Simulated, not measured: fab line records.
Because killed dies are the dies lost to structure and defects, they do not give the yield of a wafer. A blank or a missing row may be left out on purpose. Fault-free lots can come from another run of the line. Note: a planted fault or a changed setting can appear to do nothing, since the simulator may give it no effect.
Check for tools in common / flow nandHarc / 1 lot, 3 wafers sampled

REASON FOR OPENING
At NHARC_END_SORT_01 the reading killedAtPeriphery is flagged on 1 of 1 lot. No-fault wafers: 3.9, standard deviation 2.5.
Rule: a lot gets a flag if all its wafers with a number sit over 4 standard deviations from that mean, or if no wafer of it has a number. The rest of the lots are taken to be sound.

lot=L191; measured=day 28 14:19; on=prober-01; killedAtPeriphery, wafer by wafer=599 594 580; flag=FLAGGED
The numbers of the flagged lots are 591.0 on average: +587.1 against the usual, or +99 or more standard deviations.

LOT BY LOT: THE TOOL USED
2 process steps preceding the reading are held in the record, out of 1302 steps in the route. Cell contents, in order: the tool; ch with the chambers the sampled wafers went through; the start.
lot=L191; flag=FLAGGED; NHARC_P_ZERO_WELL_EXPOSE_21=krfScanner-02 ch 0, day 6 02:26; NHARC_P_STI_ETCH_42=no row
These steps, and what they do:
- NHARC_P_ZERO_WELL_EXPOSE_21: exposes mask P NWELL, target cd 720 nm.
- NHARC_P_STI_ETCH_42: etches the open film in N2/H2, target depth 80 nm, overetch 24 nm, time 61 s.
- NHARC_END_SORT_01

FLAGGED AGAINST TOTAL, ONE TOOL AT A TIME (gauges that did the reading follow at the end)
step=NHARC_P_ZERO_WELL_EXPOSE_21; tool=krfScanner-02; lots run=1; flagged=1; share of the flagged lots=all; sound lots run after its first flagged lot=0
step=NHARC_END_SORT_01; tool=prober-01; lots run=1; flagged=1; share of the flagged lots=all; sound lots run after its first flagged lot=0

WHAT THE TABLE ALLOWS
2 rows of the table ran every flagged lot: krfScanner-02 at NHARC_P_ZERO_WELL_EXPOSE_21, prober-01 at NHARC_END_SORT_01.
- krfScanner-02 at NHARC_P_ZERO_WELL_EXPOSE_21: 1 of its 1 lot flagged. No sound lot ran on it before its first flagged lot in this sample; the start therefore can't be narrowed down.
- prober-01 at NHARC_END_SORT_01: 1 of its 1 lot flagged. No sound lot ran on it before its first flagged lot in this sample; the start therefore can't be narrowed down.
Because each of these 2 tools fits a fault that began at some hour, counting lots does not separate them. More lots, or a look at what each step does to the wafer, might.

WHAT HAD BEEN PUT IN BY THE SIMULATOR
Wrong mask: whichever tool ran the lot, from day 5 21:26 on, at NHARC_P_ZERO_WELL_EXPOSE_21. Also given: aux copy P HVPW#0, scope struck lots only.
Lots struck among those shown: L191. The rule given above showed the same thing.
